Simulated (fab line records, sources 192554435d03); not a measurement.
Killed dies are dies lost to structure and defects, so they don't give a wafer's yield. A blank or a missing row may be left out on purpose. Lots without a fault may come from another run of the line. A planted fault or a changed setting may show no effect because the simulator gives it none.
A struck lot beside a sound one | flow n5_finfet | 17 steps out of a route of 1938
Sound: wafers L233.1, L233.3, L233.5. Struck: wafers L239.2, L239.5, L239.6. The cause comes at the end.
At each step with rows: each side's tool, then ch and its chambers, then its first start. Under that, the readings that differ: sound wafers | struck wafers | difference of the means | sigmas: that difference in standard deviations of wafers without a fault.
alike: readings whose means differ by less than 2 such deviations, and words and numbers that are the same on both sides. not compared: withheld readings, readings that some wafer has no value for, bounds like >300 that may hide the same value, and numbers for which the record gives no deviation and whose values overlap.
The two part at a step that has a row with sigmas, a row that says differs or no value, or rows on one side only. Numbers that don't overlap but have no deviation are shown without sigmas and don't part them. A reading that every wafer of one side lacks parts them only if that side has two wafers or more.

first, 8 steps without rows for these wafers: N5_SD_EPI_P_COAT_34 (time 60 s, resist thk 350 nm); N5_SD_EPI_P_COAT_35 (time 60 s, resist thk 35 nm); N5_SD_EPI_P_COAT_03 (resist thk 150 nm); N5_SD_EPI_P_EBR_05; N5_SD_EPI_P_SOFTBAKE_04 (time 60 s); N5_SD_EPI_P_EXPOSE_06 (exposes mask SD P BLK, target cd 240 nm); N5_SD_EPI_P_PEB_07 (peb time 60 s); N5_SD_EPI_P_DEVELOP_08 (develop time 30 s).
N5_SD_EPI_P_CD_MEAS_09: target cd 240 nm.
  sound on cd_sem-02 ch 0, day 4 18:11; struck on cd_sem-02 ch 0, day 6 08:46
  reading    | sound             | struck            | difference | sigmas
  cd_nm (nm) | 239.5 240.0 239.8 | 240.7 240.9 242.0 | +1.4       | +2
N5_SD_EPI_P_OVL_MEAS_10:
  sound on overlay-01 ch 0, day 4 18:13; struck on overlay-02 ch 0, day 6 08:47
  alike: SD_P_BLK_OVL
N5_SD_EPI_P_INSPECT_11: inspects for defects (macro).
  sound on defect_inspect-02, day 4 18:14; struck on defect_inspect-01, day 6 08:49
  alike: raw_defect_count
N5_SD_EPI_P_DESCUM_14: chemistry O2, time 7.9 s.
  sound on rie_diel-01 ch 0,1,2, day 4 18:16; struck on rie_diel-04 ch 1,2,3, day 6 08:51
  alike: drypump_motor_current_A, oes_product_au, rf_vpp_V, showerhead_plenum_p_Torr, throttle_valve_pct
  not compared: rf_hours_counter_h
N5_SD_EPI_P_ETCH_36: etches SiARC in CF4, target depth 45.5 nm, time 75.8 s.
  sound on rie_diel-01 ch 0,1,2, day 4 18:19; struck on rie_diel-04 ch 1,2,3, day 6 08:53
  no value came back on the struck wafers for any of 8 readings (bias_w (W), cf4_flow_sccm (sccm) and others); on the sound wafers bias_w (W) reads 35.99 36.11 35.92
  reading                                             | sound             | struck          | difference | sigmas
  model.CAR-ArF-block_of_SD_EPI_P_COAT_03.thk_nm (nm) | 110.8 110.8 110.4 | 143.2 143 143.2 | +32.5      |
  not compared: rf_hours_counter_h
N5_SD_EPI_P_ETCH_37: etches SOC in N2/H2, overetch 108 nm, time 486 s.
  sound on rie_diel-01 ch 0,1,2, day 4 18:22; struck on rie_diel-04 ch 1,2,3, day 6 08:56
  reading               | sound          | struck         | difference | sigmas
  oes_product_au (a.u.) | 0.80 0.84 0.64 | 0.31 0.28 0.25 | -0.48      | -5
  alike: bias_w, chamber_pressure_mTorr, drypump_motor_current_A, rf_vpp_V, showerhead_plenum_p_Torr, throttle_valve_pct
  not compared: rf_hours_counter_h
then, 1 step without rows for these wafers: N5_SD_EPI_P_STRIP_38 (strips in N2/H2).
N5_BEOL_M4_RC_MEAS_101:
  the record has rows for the sound wafers here (prober-02 ch 0, day 8 23:14) and none for the struck ones
-- the record jumps here: 9 days lie between the struck wafers' starts before and after (it left off in module BEOL_M4 and takes up again in module PASSIVATION, whose first step shown is number 1936 of the route) --
N5_PASSIVATION_PROBE_49:
  the record has rows for the struck wafers here (prober-01, day 15 10:40) and none for the sound ones

WHERE THEY PART
First at N5_SD_EPI_P_CD_MEAS_09; last, within this record, at N5_PASSIVATION_PROBE_49.

WHY: what the simulator had put in
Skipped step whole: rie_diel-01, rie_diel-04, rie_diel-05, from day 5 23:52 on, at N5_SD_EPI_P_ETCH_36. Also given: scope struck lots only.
